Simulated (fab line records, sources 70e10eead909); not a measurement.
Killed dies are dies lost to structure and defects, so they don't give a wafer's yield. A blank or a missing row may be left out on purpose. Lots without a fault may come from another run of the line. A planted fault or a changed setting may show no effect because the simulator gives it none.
Chamber matching | flow nand_harc | NHARC_A_CHANNEL_HOLE_D2_ETCH_38 on rie_diel-07: 4 sister chambers
The step etches the open film in CF4, target depth 39 nm, time 65 s. 4 wafers are shown with their chamber, then 9 later ones without.

WAFERS WITH THEIR CHAMBER
wafer  | chamber | drypump_motor_current_A (A)
L083.1 | 2       | 5.8
L083.4 | 1       | 6.2
L083.5 | 0       | 5.8
L083.6 | 3       | 5.2

WAFERS WITHOUT THEIR CHAMBER
wafer  | drypump_motor_current_A (A)
L087.3 | 5.9
L087.4 | 5.2
L087.6 | 5.8
L091.2 | 5.2
L091.3 | 6.2
L091.6 | 5.2
L096.2 | 6.2
L096.4 | 5.2
L096.5 | 5.9

WHICH CHAMBER EACH WENT THROUGH
wafer  | from the rows above     | in truth
L087.3 | can't be placed: 0 or 2 | 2
L087.4 | 3                       | 3
L087.6 | can't be placed: 0 or 2 | 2
L091.2 | 3                       | 3
L091.3 | 1                       | 1
L091.6 | 3                       | 3
L096.2 | 1                       | 1
L096.4 | 3                       | 3
L096.5 | can't be placed: 0 or 2 | 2
Placed correctly: 6 of 9. Can't be placed from these rows: 3 (the true chamber is among the candidates in 3). Placed wrongly: 0.
How it was worked out, from the rows above alone: a wafer's distance from a chamber is the root of the sum, over the readings, of the square of ((its reading less the chamber's mean) divided by the reading's scatter). The wafer belongs to the nearest chamber; if the next one is less than 2 further off, it can't be placed. A chamber's mean is the mean of its shown wafers. The scatter: with one shown wafer a chamber, the root of the mean of the squares of how far each hidden wafer lies from its nearest shown one.
